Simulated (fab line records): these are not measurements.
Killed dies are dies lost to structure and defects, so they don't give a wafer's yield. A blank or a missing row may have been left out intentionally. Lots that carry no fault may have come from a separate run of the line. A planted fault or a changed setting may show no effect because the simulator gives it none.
fab line records | flow n5Finfet
[record] lots = 7 | wafers = 21
route steps=1938 shown BEOL_M4@1070 BEOL_M5@1130 BEOL_M8@1342 BEOL_M9@1428
startH: hours from the record's first day to the start of the lot's first wafer shown | waitH: hours from the lot's prior step to this one | " repeats the value in the row above | L1.1+2: a single row standing in for several wafers | - no value, or no start given | * or withheld: withheld | < > ~ a bound
route shown NAME@n: NAME is a module with steps in the file, n the number in the route of the first one | usual: the fault-free wafers' mean and standard deviation | same: alike in all rows | chamber/n: place in a boat | sites: readings site by site | _std_site: how widely they spread, as a standard deviation | _edge_site: mean of outer sites minus mean of inner sites | radiusMm: for every site, how far away it sits from the centre of the wafer | mask NAME#n: copy n | behind: the tool/chamber that last shaped the wafer | hold: the reason the lot was held/the length of the hold in hours/how it ended | device: the transistor (n, p or np) that didn't switch | end of line: the route-end tests of the same wafers | a step with no rows: only its recipe | killed: count of dies lost to structure and defects at first sort (not the wafer's yield) | map: a wafer's dies, x killed, . not, _ none there
set.NAME: the setting the step ran with; set.NAME@STEP: the setting that earlier step ran with | model.NAME: the simulator's own value behind a step, which no gauge read
lots run with intentionally changed settings; tables by step, rows by wafer
[[steps]]
[step N5_BEOL_M4_TRENCH_ETCH_37]
[recipe] chemistry = C4F6/O2 | targetDepthA = 555.55 | target = SiOC | timeS = 29.2 | ionEnergyEv = 250 | pressureMtorr = 30 | sourceW = 355 | biasW = 185 | Ar_flow_sccm = 300 | C4F6_flow_sccm = 10 | O2_flow_sccm = 10
[usual] rfVppV = 666/15
lot.wafer | tool       | chamber | startH | waitH | set.sourceW | rfVppV
L076.1    | rieDiel-02 | 1       | -      | -     | 355         | 679
L076.2    | "          | 2       | "      | "     | 355         | 695
L076.6    | "          | 3       | "      | "     | 355         | 656
L081.2    | rieDiel-03 | 3       | -      | -     | 355         | 647
L081.5    | "          | 1       | "      | "     | 393         | 614
L081.6    | "          | 0       | "      | "     | 393         | 625
L086.3    | rieDiel-05 | 3       | -      | -     | 355         | 672
L086.4    | "          | 1       | "      | "     | 406.7       | 623
L086.5    | "          | 2       | "      | "     | 355         | 684
L089.2    | rieDiel-03 | 2       | -      | -     | 355         | 649
L089.3    | "          | 3       | "      | "     | 355         | 647
L089.4    | "          | 1       | "      | "     | 355         | 647
L091.3    | rieDiel-02 | 2       | -      | -     | 355         | 695
L091.4    | "          | 3       | "      | "     | 417         | 605
L091.5    | "          | 3       | "      | "     | 417         | 606
L095.2    | rieDiel-02 | 0       | -      | -     | 355         | 670
L095.4    | "          | 2       | "      | "     | 331.3       | 721
L095.6    | "          | 2       | "      | "     | 355         | 696
L097.1    | rieDiel-05 | 1       | -      | -     | 390.7       | 635
L097.3    | "          | 2       | "      | "     | 355         | 684
L097.6    | "          | 1       | "      | "     | 390.7       | 636
[step N5_BEOL_M5_ETCH_72]
[recipe] chemistry = N2/H2 | target = underlayer | targetDepthA = 65 | maskMaterial = CAR-EUV | timeS = 5.2 | ionEnergyEv = 200 | pressureMtorr = 30 | sourceW = 840 | biasW = 150 | n2FlowSccm = 200 | h2FlowSccm = 200 | ends = cleared
[usual] rfVppV = 524.4/2.9
lot.wafer | tool       | chamber | startH | waitH | set.biasW | rfVppV
L076.1    | rieDiel-01 | 1       | 185.79 | 0.0   | 160.3     | 545.9
L076.2    | "          | 0       | "      | "     | 150       | 521.0
L076.6    | "          | 1       | "      | "     | 160.3     | 544.8
L081.2    | rieDiel-01 | 0       | 216.68 | 0.0   | 150       | 520.2
L081.5    | "          | 3       | "      | "     | 136.3     | 493.1
L081.6    | "          | 0       | "      | "     | 150       | 521.1
L086.3    | rieDiel-04 | 1       | 247.87 | 0.0   | 150       | 525.6
L086.4    | "          | 2       | "      | "     | 150       | 524.7
L086.5    | "          | 2       | "      | "     | 159.8     | 545.1
L089.2    | rieDiel-01 | 0       | 263.31 | 0.0   | 150       | 518.3
L089.3    | "          | 1       | "      | "     | 150       | 520.6
L089.4    | "          | 1       | "      | "     | 150       | 524.4
L091.3    | rieDiel-01 | 1       | 275.22 | 0.0   | 133.8     | 485.3
L091.4    | "          | 0       | "      | "     | 133.8     | 482.2
L091.5    | "          | 1       | "      | "     | 150       | 524.3
L095.2    | rieDiel-04 | 2       | 307.29 | 0.0   | 150       | 522.5
L095.4    | "          | 1       | "      | "     | 129.9     | 476.0
L095.6    | "          | 2       | "      | "     | 129.9     | 476.4
L097.1    | rieDiel-01 | 1       | 323.94 | 0.0   | 150       | 522.8
L097.3    | "          | 2       | "      | "     | 125.3     | 469.5
L097.6    | "          | 3       | "      | "     | 125.3     | 464.9
[step N5_BEOL_M5_COAT_22]
[recipe] resist = CAR-EUV | spinRpm = 1500 | resistThkNm = 30
lot.wafer  | tool          | chamber | startH | waitH | set.spinRpm | model.CAR-EUV_of_BEOL_M5_COAT_22.thkNm
L076.1+2   | lithoTrack-03 | 0       | -      | -     | 1500        | 29.8
L076.6     | "             | 0       | "      | "     | 1573        | 29.2
L081.2+6   | lithoTrack-04 | 0       | -      | -     | 1500        | 30.2
L081.5     | "             | 0       | "      | "     | 1613        | 29
L086.3+4   | lithoTrack-03 | 0       | -      | -     | 1346        | 31.6
L086.5     | "             | 0       | "      | "     | 1500        | 30
L089.2+4   | lithoTrack-03 | 0       | -      | -     | 1500        | 29.8
L089.3     | "             | 0       | "      | "     | 1500        | 30
L091.3     | lithoTrack-03 | 0       | -      | -     | 1500        | 30
L091.4+5   | "             | 0       | "      | "     | 1635        | 28.6
L095.2+4+6 | lithoTrack-03 | 0       | -      | -     | 1500        | 30
L097.1+3   | lithoTrack-02 | 0       | -      | -     | 1500        | 30
L097.6     | "             | 0       | "      | "     | 1641        | 28.6
[step N5_BEOL_M5_EBR_24]
[recipe] solvent = PGMEA | ebrWidthMm = 1.5
[step N5_BEOL_M5_SOFTBAKE_23]
[recipe] tempC = 110 | timeS = 60 | resist = CAR-EUV
[step N5_BEOL_M5_DESCUM_33]
[recipe] chemistry = O2 | timeS = 7 | sourcePowerW = 50 | biasPowerW = 20 | pressureMtorr = 20 | rfFrequencyHz = 2.712e+07 | tempC = 40 | resist = CAR-EUV | o2FlowSccm = 225
lot.wafer  | tool       | chamber | startH | waitH | set.spinRpm@BEOL_M5_COAT_22 | model.CAR-EUV_of_BEOL_M5_COAT_22.thkNm
L076.1+2   | rieDiel-01 | 3,0     | 186.74 | 0.0   | 1500                        | 26
L076.6     | "          | 3       | "      | "     | 1573                        | 25.4
L081.2+6   | rieDiel-04 | 1,0     | 217.91 | 0.1   | 1500                        | 26.2
L081.5     | "          | 3       | "      | "     | 1613                        | 25
L086.3     | rieDiel-04 | 1       | 252.52 | 0.0   | 1346                        | 27.8
L086.4     | "          | 0       | "      | "     | 1346                        | 27.6
L086.5     | "          | 1       | "      | "     | 1500                        | 26
L089.2+4   | rieDiel-06 | 0,3     | 266.14 | 0.7   | 1500                        | 25.8
L089.3     | "          | 2       | "      | "     | 1500                        | 26
L091.3     | rieDiel-01 | 2       | 277.56 | 0.2   | 1500                        | 26
L091.4     | "          | 0       | "      | "     | 1635                        | 24.6
L091.5     | "          | 2       | "      | "     | 1635                        | 24.8
L095.2+4+6 | rieDiel-04 | 3,1,2   | 309.99 | 0.8   | 1500                        | 26
L097.1+3   | rieDiel-04 | 2,0     | 325.32 | 0.0   | 1500                        | 26.2
L097.6     | "          | 1       | "      | "     | 1641                        | 24.6
[step N5_BEOL_M8_EXPOSE_08]
[recipe] maskId = M8 | na = 1.35 | sourceShape = dipole | sigmaInner = 0.817 | sigmaOuter = 0.97 | polarization = te | doseMj = 68.25
lot.wafer  | tool           | chamber | startH | waitH | mask | set.doseMj
L076.1+6   | arfiScanner-01 | 0       | 219.08 | -     | M8#0 | 71.56
L076.2     | "              | 0       | "      | "     | M8#0 | 68.25
L081.2+5   | arfiScanner-01 | 0       | 247.88 | -     | M8#0 | 68.25
L081.6     | "              | 0       | "      | "     | M8#0 | 70.06
L086.3+4   | arfiScanner-02 | 0       | 283.94 | -     | M8#0 | 68.25
L086.5     | "              | 0       | "      | "     | M8#0 | 70.85
L089.2+3+4 | arfiScanner-03 | 0       | 294.28 | -     | M8#0 | 68.25
L091.3+4+5 | arfiScanner-01 | 0       | 303.24 | -     | M8#0 | 65.19
L095.2+6   | arfiScanner-01 | 0       | 338.26 | -     | M8#0 | 71.66
L095.4     | "              | 0       | "      | "     | M8#0 | 68.25
L097.1+3+6 | arfiScanner-01 | 0       | 354.85 | -     | M8#0 | 68.25
[step N5_BEOL_M8_PEB_09]
[recipe] pebTempC = withheld | pebTimeS = 60 | resist = CAR-ArF
[step N5_BEOL_M8_DEVELOP_10]
[recipe] developTimeS = 30 | developer = TMAH | resist = CAR-ArF | rinseLiquid = diw | dry = airSpin | devTempC = 23
[step N5_BEOL_M8_CD_MEAS_11]
[recipe] targetCdNm = 38.5 | landingEnergyEv = 500 | detector = seInlens | polarity = opening
[usual] cdNm = 38.7/0.46
lot.wafer | tool     | chamber | startH | waitH | set.doseMj@BEOL_M8_EXPOSE_08 | cdNm
L076.1    | cdSem-01 | 0       | 219.21 | -     | 71.56                        | 41.1
L076.2    | "        | 0       | "      | "     | 68.25                        | 38.1
L076.6    | "        | 0       | "      | "     | 71.56                        | 40.8
L081.2    | cdSem-01 | 0       | 248.01 | -     | 68.25                        | 37.9
L081.5    | "        | 0       | "      | "     | 68.25                        | 39.5
L081.6    | "        | 0       | "      | "     | 70.06                        | 40.1
L086.3    | cdSem-03 | 0       | 284.06 | -     | 68.25                        | 38.6
L086.4    | "        | 0       | "      | "     | 68.25                        | 38.3
L086.5    | "        | 0       | "      | "     | 70.85                        | 41.0
L089.2    | cdSem-03 | 0       | 294.41 | -     | 68.25                        | 38.6
L089.3    | "        | 0       | "      | "     | 68.25                        | 38.2
L089.4    | "        | 0       | "      | "     | 68.25                        | 39.3
L091.3    | cdSem-02 | 0       | 303.36 | -     | 65.19                        | 35.7
L091.4    | "        | 0       | "      | "     | 65.19                        | 36.4
L091.5    | "        | 0       | "      | "     | 65.19                        | 36.6
L095.2    | cdSem-03 | 0       | 338.38 | -     | 71.66                        | 42.2
L095.4    | "        | 0       | "      | "     | 68.25                        | 39.5
L095.6    | "        | 0       | "      | "     | 71.66                        | 41.2
L097.1    | cdSem-03 | 0       | 354.98 | -     | 68.25                        | 38.4
L097.3    | "        | 0       | "      | "     | 68.25                        | 38.8
L097.6    | "        | 0       | "      | "     | 68.25                        | 38.5
[step N5_BEOL_M8_ETCH_61]
[recipe] chemistry = CF4 | target = SiARC | targetDepthA = 455 | maskMaterial = CAR-ArF | timeS = 75.8 | ionEnergyEv = 80 | pressureMtorr = 40 | sourceW = 545 | biasW = 36 | Ar_flow_sccm = 100 | cf4FlowSccm = 100 | ends = cleared
[usual] rfVppV = 183.8/1.1
lot.wafer | tool       | chamber | startH | waitH | set.biasW | set.doseMj@BEOL_M8_EXPOSE_08 | rfVppV | model.BEOL_M8.cdOffsetNm
L076.1    | rieDiel-02 | 0       | 219.42 | 0.0   | 38.49     | 71.56                        | 189.7  | 2.4
L076.2    | "          | 3       | "      | "     | 36        | 68.25                        | 182.9  | -0.2
L076.6    | "          | 2       | "      | "     | 38.49     | 71.56                        | 192.0  | 2.2
L081.2    | rieDiel-03 | 3       | 248.52 | 0.0   | 36        | 68.25                        | 184.3  | -0.4
L081.5    | "          | 2       | "      | "     | 36        | 68.25                        | 184.4  | 1
L081.6    | "          | 1       | "      | "     | 36        | 70.06                        | 184.4  | 1.8
L086.3    | rieDiel-05 | 2       | 284.18 | 0.0   | 32.21     | 68.25                        | 171.3  | -0.2
L086.4    | "          | 3       | "      | "     | 36        | 68.25                        | 184.6  | 0
L086.5    | "          | 2       | "      | "     | 36        | 70.85                        | 181.7  | 2.2
L089.2    | rieDiel-03 | 3       | 294.77 | 0.0   | 36        | 68.25                        | 181.8  | 0.2
L089.3    | "          | 0       | "      | "     | 36        | 68.25                        | 184.9  | 0
L089.4    | "          | 2       | "      | "     | 36        | 68.25                        | 181.7  | 0.8
L091.3    | rieDiel-02 | 3       | 303.48 | 0.0   | 30.4      | 65.19                        | 162.4  | -2.4
L091.4    | "          | 2       | "      | "     | 36        | 65.19                        | 183.3  | -1.8
L091.5    | "          | 0       | "      | "     | 36        | 65.19                        | 181.1  | -2
L095.2    | rieDiel-03 | 1       | 338.51 | 0.0   | 36        | 71.66                        | 184.0  | 3.4
L095.4    | "          | 2       | "      | "     | 36        | 68.25                        | 183.9  | 0.6
L095.6    | "          | 0       | "      | "     | 32.26     | 71.66                        | 170.6  | 2.6
L097.1    | rieDiel-05 | 2       | 355.16 | 0.0   | 36        | 68.25                        | 186.0  | 0
L097.3    | "          | 0       | "      | "     | 36        | 68.25                        | 183.1  | 0.4
L097.6    | "          | 0       | "      | "     | 31.72     | 68.25                        | 171.2  | 0
[step N5_BEOL_M8_ETCH_62]
[recipe] chemistry = N2/H2 | target = SOC | targetDepthA = 1100 | overetchA = 220 | maskMaterial = SiARC | tempC = 40 | timeS = 165 | ionEnergyEv = 200 | pressureMtorr = 30 | sourceW = 840 | biasW = 150 | n2FlowSccm = 200 | h2FlowSccm = 200
lot.wafer | tool       | chamber | startH | waitH | set.doseMj@BEOL_M8_EXPOSE_08 | model.BEOL_M8.cdOffsetNm
L076.1    | rieDiel-02 | 0       | 219.48 | 0.0   | 71.56                        | 2.4
L076.2    | "          | 3       | "      | "     | 68.25                        | 0.2
L076.6    | "          | 2       | "      | "     | 71.56                        | 2.6
L081.2    | rieDiel-03 | 3       | 248.58 | 0.0   | 68.25                        | 0
L081.5    | "          | 2       | "      | "     | 68.25                        | 1.4
L081.6    | "          | 1       | "      | "     | 70.06                        | 2.2
L086.3    | rieDiel-05 | 2       | 284.23 | 0.0   | 68.25                        | -0.2
L086.4    | "          | 3       | "      | "     | 68.25                        | 0
L086.5    | "          | 2       | "      | "     | 70.85                        | 2.2
L089.2    | rieDiel-03 | 3       | 294.83 | 0.0   | 68.25                        | 0.6
L089.3    | "          | 0       | "      | "     | 68.25                        | -0.2
L089.4    | "          | 2       | "      | "     | 68.25                        | 1
L091.3+5  | rieDiel-02 | 3,0     | 303.54 | 0.0   | 65.19                        | -2.4
L091.4    | "          | 2       | "      | "     | 65.19                        | -1.8
L095.2    | rieDiel-03 | 1       | 338.56 | 0.0   | 71.66                        | 3.4
L095.4    | "          | 2       | "      | "     | 68.25                        | 0.6
L095.6    | "          | 0       | "      | "     | 71.66                        | 2.2
L097.1+6  | rieDiel-05 | 2,0     | 355.21 | 0.0   | 68.25                        | 0
L097.3    | "          | 0       | "      | "     | 68.25                        | 0.2
[step N5_BEOL_M8_STRIP_68]
[recipe] chemistry = N2/H2 | tempC = 40 | n2FlowSccm = 200 | h2FlowSccm = 200 | rfFrequencyHz = 6e+07
[step N5_BEOL_M8_STRIP_67]
[recipe] chemistry = CF4 | resist = SiARC | powerW = 300 | biasPowerW = 75 | pressureMtorr = 50 | cf4FlowSccm = 150 | rfFrequencyHz = 6e+07
[step N5_BEOL_M8_HM_OPEN_17]
[recipe] chemistry = Cl2/BCl3 | targetDepthA = 200 | overetchA = 60 | target = TiN | maskMaterial = SOC | ionEnergyEv = 150 | pressureMtorr = 10 | icpW = 1000 | biasW = 126 | Cl2_flow_sccm = 53.25 | bcl3FlowSccm = 21.75 | Ar_flow_sccm = 25
[step N5_BEOL_M8_STRIP_19]
[recipe] chemistry = O2 | powerW = 400 | tempC = 40 | pressureMtorr = 30 | rfFrequencyHz = 6e+07 | biasPowerW = 0 | overashFraction = 0.2 | o2FlowSccm = 225
[step N5_BEOL_M8_CD_MEAS_18]
[recipe] pitchNm = 80 | targetCdNm = 40
[usual] cdNm = 40.2/0.53
lot.wafer | tool     | chamber | startH | waitH | set.doseMj@BEOL_M8_EXPOSE_08 | cdNm
L076.1    | cdSem-02 | -       | 220.04 | 0.0   | 71.56                        | 42.2
L076.2    | "        | -       | "      | "     | 68.25                        | 40.2
L076.6    | "        | -       | "      | "     | 71.56                        | 42.8
L081.2    | cdSem-03 | -       | 248.98 | 0.1   | 68.25                        | 39.7
L081.5    | "        | -       | "      | "     | 68.25                        | 40.9
L081.6    | "        | -       | "      | "     | 70.06                        | 42.1
L086.3    | cdSem-03 | -       | 284.61 | 0.1   | 68.25                        | 40.1
L086.4    | "        | -       | "      | "     | 68.25                        | 39.8
L086.5    | "        | -       | "      | "     | 70.85                        | 41.9
L089.2    | cdSem-02 | -       | 295.40 | 0.1   | 68.25                        | 40.4
L089.3    | "        | -       | "      | "     | 68.25                        | 40.0
L089.4    | "        | -       | "      | "     | 68.25                        | 40.7
L091.3    | cdSem-01 | -       | 303.91 | 0.1   | 65.19                        | 37.5
L091.4    | "        | -       | "      | "     | 65.19                        | 38.3
L091.5    | "        | -       | "      | "     | 65.19                        | 37.5
L095.2    | cdSem-02 | -       | 338.93 | 0.1   | 71.66                        | 43.0
L095.4    | "        | -       | "      | "     | 68.25                        | 40.4
L095.6    | "        | -       | "      | "     | 71.66                        | 42.0
L097.1    | cdSem-02 | -       | 355.86 | 0.0   | 68.25                        | 40.2
L097.3    | "        | -       | "      | "     | 68.25                        | 40.2
L097.6    | "        | -       | "      | "     | 68.25                        | 40.1
[step N5_BEOL_M8_COAT_22]
[recipe] resist = CAR-EUV | spinRpm = 1500 | resistThkNm = 30
lot.wafer  | tool          | chamber | startH | waitH | set.spinRpm | model.CAR-EUV_of_BEOL_M8_COAT_22.thkNm
L076.1+2+6 | lithoTrack-01 | 0       | -      | -     | 1500        | 30
L081.2+5   | lithoTrack-02 | 0       | -      | -     | 1453        | 30.6
L081.6     | "             | 0       | "      | "     | 1500        | 30.2
L086.3+4+5 | lithoTrack-04 | 0       | -      | -     | 1500        | 30
L089.2+3+4 | lithoTrack-01 | 0       | -      | -     | 1500        | 30
L091.3     | lithoTrack-04 | 0       | -      | -     | 1621        | 28.8
L091.4+5   | "             | 0       | "      | "     | 1500        | 30
L095.2     | lithoTrack-01 | 0       | -      | -     | 1500        | 30
L095.4+6   | "             | 0       | "      | "     | 1555        | 29.6
L097.1     | lithoTrack-04 | 0       | -      | -     | 1500        | 30
L097.3     | "             | 0       | "      | "     | 1362        | 31.6
L097.6     | "             | 0       | "      | "     | 1362        | 31.4
[step N5_BEOL_M8_EBR_24]
[recipe] solvent = PGMEA | ebrWidthMm = 1.5
[step N5_BEOL_M8_SOFTBAKE_23]
[recipe] tempC = 110 | timeS = 60 | resist = CAR-EUV
[step N5_BEOL_M8_DESCUM_33]
[recipe] chemistry = O2 | timeS = 7 | sourcePowerW = 50 | biasPowerW = 20 | pressureMtorr = 20 | rfFrequencyHz = 2.712e+07 | tempC = 40 | resist = CAR-EUV | o2FlowSccm = 225
lot.wafer  | tool       | chamber | startH | waitH | set.spinRpm@BEOL_M8_COAT_22 | model.CAR-EUV_of_BEOL_M8_COAT_22.thkNm
L076.1     | rieDiel-02 | 1       | 220.56 | 0.1   | 1500                        | 26.2
L076.2+6   | "          | 0,2     | "      | "     | 1500                        | 26
L081.2     | rieDiel-02 | 1       | 253.15 | 0.7   | 1453                        | 26.8
L081.5     | "          | 3       | "      | "     | 1453                        | 26.6
L081.6     | "          | 0       | "      | "     | 1500                        | 26.2
L086.3+4+5 | rieDiel-03 | 1,2,1   | 286.15 | 0.4   | 1500                        | 26
L089.2+3+4 | rieDiel-03 | 3,2,1   | 296.55 | 0.2   | 1500                        | 26
L091.3     | rieDiel-05 | 0       | 305.87 | 0.1   | 1621                        | 24.8
L091.4     | "          | 1       | "      | "     | 1500                        | 26
L091.5     | "          | 2       | "      | "     | 1500                        | 26.2
L095.2     | rieDiel-03 | 1       | 340.96 | 0.0   | 1500                        | 26
L095.4+6   | "          | 2,0     | "      | "     | 1555                        | 25.6
L097.1     | rieDiel-03 | 1       | 357.53 | 0.0   | 1500                        | 26
L097.3+6   | "          | 3       | "      | "     | 1362                        | 27.6
[step N5_BEOL_M8_ETCH_72]
[recipe] chemistry = N2/H2 | target = underlayer | targetDepthA = 65 | maskMaterial = CAR-EUV | timeS = 5.2 | ionEnergyEv = 200 | pressureMtorr = 30 | sourceW = 840 | biasW = 150 | n2FlowSccm = 200 | h2FlowSccm = 200 | ends = cleared
[step N5_BEOL_M8_ETCH_65]
[recipe] chemistry = CF4 | target = SiARC | targetDepthA = 156 | maskMaterial = CAR-EUV | timeS = 26 | ionEnergyEv = 80 | pressureMtorr = 40 | sourceW = 545 | biasW = 36 | Ar_flow_sccm = 100 | cf4FlowSccm = 100 | ends = cleared
[step N5_BEOL_M8_PRECLEAN_42]
[recipe] chemistry = residueRemover | timeS = 60 | tempC = 40
[step N5_BEOL_M8_SRD_43]
[recipe] timeS = 30 | tempC = 23 | rinseLiquid = diw | dry = ipaMarangoni
[step N5_BEOL_M8_CD_MEAS_35]
[recipe] targetCdNm = 40 | polarity = opening
[usual] cdNm = 40.1/0.54
lot.wafer | tool     | chamber | startH | waitH | set.doseMj@BEOL_M8_EXPOSE_08 | cdNm
L076.1    | cdSem-02 | -       | 221.14 | 0.0   | 71.56                        | 42.1
L076.2    | "        | -       | "      | "     | 68.25                        | 40.0
L076.6    | "        | -       | "      | "     | 71.56                        | 42.4
L081.2    | cdSem-01 | -       | 253.73 | 0.0   | 68.25                        | 39.6
L081.5    | "        | -       | "      | "     | 68.25                        | 41.2
L081.6    | "        | -       | "      | "     | 70.06                        | 41.9
L086.3    | cdSem-01 | -       | 286.73 | 0.0   | 68.25                        | 39.6
L086.4    | "        | -       | "      | "     | 68.25                        | 40.0
L086.5    | "        | -       | "      | "     | 70.85                        | 41.9
L089.2    | cdSem-02 | -       | 297.13 | 0.0   | 68.25                        | 40.8
L089.3    | "        | -       | "      | "     | 68.25                        | 39.8
L089.4    | "        | -       | "      | "     | 68.25                        | 40.6
L091.3    | cdSem-03 | -       | 306.47 | 0.0   | 65.19                        | 37.4
L091.4    | "        | -       | "      | "     | 65.19                        | 38.3
L091.5    | "        | -       | "      | "     | 65.19                        | 37.1
L095.2    | cdSem-01 | -       | 341.58 | 0.0   | 71.66                        | 43.2
L095.4    | "        | -       | "      | "     | 68.25                        | 40.4
L095.6    | "        | -       | "      | "     | 71.66                        | 41.9
L097.1    | cdSem-01 | -       | 358.12 | 0.0   | 68.25                        | 40.1
L097.3    | "        | -       | "      | "     | 68.25                        | 40.7
L097.6    | "        | -       | "      | "     | 68.25                        | 39.8
[step N5_BEOL_M9_COAT_22]
[recipe] resist = CAR-EUV | spinRpm = 1500 | resistThkNm = 30
lot.wafer  | tool          | chamber | startH | waitH | set.spinRpm | model.CAR-EUV_of_BEOL_M9_COAT_22.thkNm
L076.1+2   | lithoTrack-05 | 0       | -      | -     | 1500        | 30.2
L076.6     | "             | 0       | "      | "     | 1500        | 30
L081.2     | lithoTrack-01 | 0       | -      | -     | 1380        | 31.2
L081.5     | "             | 0       | "      | "     | 1500        | 30
L081.6     | "             | 0       | "      | "     | 1380        | 31.4
L086.3     | lithoTrack-03 | 0       | -      | -     | 1456        | 30.4
L086.4+5   | "             | 0       | "      | "     | 1500        | 30
L089.2+3+4 | lithoTrack-01 | 0       | -      | -     | 1500        | 30.2
L091.3+5   | lithoTrack-03 | 0       | -      | -     | 1500        | 30
L091.4     | "             | 0       | "      | "     | 1500        | 29.8
L095.2+4   | lithoTrack-03 | 0       | -      | -     | 1500        | 30
L095.6     | "             | 0       | "      | "     | 1344        | 31.6
L097.1+3   | lithoTrack-03 | 0       | -      | -     | 1500        | 30
L097.6     | "             | 0       | "      | "     | 1346        | 31.6
[step N5_BEOL_M9_EBR_24]
[recipe] solvent = PGMEA | ebrWidthMm = 1.5
[step N5_BEOL_M9_SOFTBAKE_23]
[recipe] tempC = 110 | timeS = 60 | resist = CAR-EUV
[step N5_BEOL_M9_DESCUM_33]
[recipe] chemistry = O2 | timeS = 7 | sourcePowerW = 50 | biasPowerW = 20 | pressureMtorr = 20 | rfFrequencyHz = 2.712e+07 | tempC = 40 | resist = CAR-EUV | o2FlowSccm = 225
[step N5_BEOL_M9_ETCH_76]
[recipe] chemistry = N2/H2 | target = underlayer | targetDepthA = 65 | maskMaterial = CAR-EUV | timeS = 5.2 | ionEnergyEv = 200 | pressureMtorr = 30 | sourceW = 840 | biasW = 150 | n2FlowSccm = 200 | h2FlowSccm = 200 | ends = cleared
lot.wafer  | tool       | chamber | startH | waitH | set.spinRpm@BEOL_M9_COAT_22 | model.CAR-EUV_of_BEOL_M9_COAT_22.thkNm
L076.1+2+6 | rieDiel-06 | 3,2,2   | 230.37 | 0.0   | 1500                        | 20.4
L081.2+6   | rieDiel-01 | 1       | 265.18 | 0.0   | 1380                        | 21.6
L081.5     | "          | 2       | "      | "     | 1500                        | 20.4
L086.3     | rieDiel-04 | 2       | 293.71 | 0.0   | 1456                        | 20.8
L086.4     | "          | 2       | "      | "     | 1500                        | 20.2
L086.5     | "          | 0       | "      | "     | 1500                        | 20.4
L089.2+3+4 | rieDiel-01 | 1,3,2   | 305.85 | 0.0   | 1500                        | 20.6
L091.3+4+5 | rieDiel-06 | 2,0,3   | 312.75 | 0.0   | 1500                        | 20.2
L095.2+4   | rieDiel-06 | 2,1     | 348.15 | 0.0   | 1500                        | 20.4
L095.6     | "          | 1       | "      | "     | 1344                        | 22
L097.1+3   | rieDiel-01 | 1,3     | 365.48 | 0.0   | 1500                        | 20.4
L097.6     | "          | 1       | "      | "     | 1346                        | 22
[step N5_BEOL_M9_ETCH_66]
[recipe] chemistry = N2/H2 | target = SOC | targetDepthA = 800 | overetchA = 160 | maskMaterial = SiARC | tempC = 40 | timeS = 120 | ionEnergyEv = 200 | pressureMtorr = 30 | sourceW = 840 | biasW = 150 | n2FlowSccm = 200 | h2FlowSccm = 200
[usual] rfVppV = 524/3
lot.wafer | tool       | chamber | startH | waitH | set.biasW | rfVppV
L076.1    | rieDiel-06 | 3       | 230.41 | 0.0   | 167.4     | 561
L076.2    | "          | 2       | "      | "     | 167.4     | 566
L076.6    | "          | 2       | "      | "     | 167.4     | 566
L081.2    | rieDiel-01 | 1       | 265.22 | 0.0   | 168.9     | 564
L081.5    | "          | 2       | "      | "     | 168.9     | 567
L081.6    | "          | 1       | "      | "     | 150       | 521
L086.3    | rieDiel-04 | 2       | 293.76 | 0.0   | 150       | 524
L086.4    | "          | 2       | "      | "     | 150       | 525
L086.5    | "          | 0       | "      | "     | 161.4     | 552
L089.2    | rieDiel-01 | 1       | 305.90 | 0.0   | 150       | 522
L089.3    | "          | 3       | "      | "     | 150       | 523
L089.4    | "          | 2       | "      | "     | 150       | 528
L091.3    | rieDiel-06 | 2       | 312.79 | 0.0   | 150       | 528
L091.4    | "          | 0       | "      | "     | 150       | 525
L091.5    | "          | 3       | "      | "     | 150       | 524
L095.2    | rieDiel-06 | 2       | 348.20 | 0.0   | 150       | 528
L095.4    | "          | 1       | "      | "     | 150       | 518
L095.6    | "          | 1       | "      | "     | 150       | 516
L097.1    | rieDiel-01 | 1       | 365.52 | 0.0   | 150       | 523
L097.3    | "          | 3       | "      | "     | 150       | 521
L097.6    | "          | 1       | "      | "     | 150       | 523
[[key]]
[split] step = N5_BEOL_M4_TRENCH_ETCH_37 | setting = sourceW | stated = 355 | by = wafer
[response] step = N5_BEOL_M4_TRENCH_ETCH_37 | reading = rfVppV | change = -4.37 | per = 1% | r = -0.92
[split] step = N5_BEOL_M5_ETCH_72 | setting = biasW | stated = 150 | by = wafer
[response] step = N5_BEOL_M5_ETCH_72 | reading = rfVppV | change = +3.41 | per = 1% | r = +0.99
[split] step = N5_BEOL_M5_COAT_22 | setting = spinRpm | stated = 1500 | by = wafer
[response] step = N5_BEOL_M5_COAT_22 | reading = model.CAR-EUV_of_BEOL_M5_COAT_22.thkNm | change = -0.152 | per = 1% | r = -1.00
[response] step = N5_BEOL_M5_DESCUM_33 | reading = model.CAR-EUV_of_BEOL_M5_COAT_22.thkNm | change = -0.158 | per = 1% | r = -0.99
[split] step = N5_BEOL_M8_EXPOSE_08 | setting = doseMj | stated = 68.25 | by = wafer
[response] step = N5_BEOL_M8_CD_MEAS_11 | reading = cdNm | change = +0.546 | per = 1% | r = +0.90
[response] step = N5_BEOL_M8_ETCH_61 | reading = model.BEOL_M8.cdOffsetNm | change = +0.526 | per = 1% | r = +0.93
[response] step = N5_BEOL_M8_ETCH_62 | reading = model.BEOL_M8.cdOffsetNm | change = +0.498 | per = 1% | r = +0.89
[response] step = N5_BEOL_M8_CD_MEAS_18 | reading = cdNm | change = +0.479 | per = 1% | r = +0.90
[response] step = N5_BEOL_M8_CD_MEAS_35 | reading = cdNm | change = +0.487 | per = 1% | r = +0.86
[split] step = N5_BEOL_M8_ETCH_61 | setting = biasW | stated = 36 | by = wafer
[response] step = N5_BEOL_M8_ETCH_61 | reading = rfVppV | change = +1.21 | per = 1% | r = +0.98
[split] step = N5_BEOL_M8_COAT_22 | setting = spinRpm | stated = 1500 | by = wafer
[response] step = N5_BEOL_M8_COAT_22 | reading = model.CAR-EUV_of_BEOL_M8_COAT_22.thkNm | change = -0.151 | per = 1% | r = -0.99
[response] step = N5_BEOL_M8_DESCUM_33 | reading = model.CAR-EUV_of_BEOL_M8_COAT_22.thkNm | change = -0.163 | per = 1% | r = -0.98
[split] step = N5_BEOL_M9_COAT_22 | setting = spinRpm | stated = 1500 | by = wafer
[response] step = N5_BEOL_M9_COAT_22 | reading = model.CAR-EUV_of_BEOL_M9_COAT_22.thkNm | change = -0.156 | per = 1% | r = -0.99
[response] step = N5_BEOL_M9_ETCH_76 | reading = model.CAR-EUV_of_BEOL_M9_COAT_22.thkNm | change = -0.154 | per = 1% | r = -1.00
[split] step = N5_BEOL_M9_ETCH_66 | setting = biasW | stated = 150 | by = wafer
[response] step = N5_BEOL_M9_ETCH_66 | reading = rfVppV | change = +3.54 | per = 1% | r = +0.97
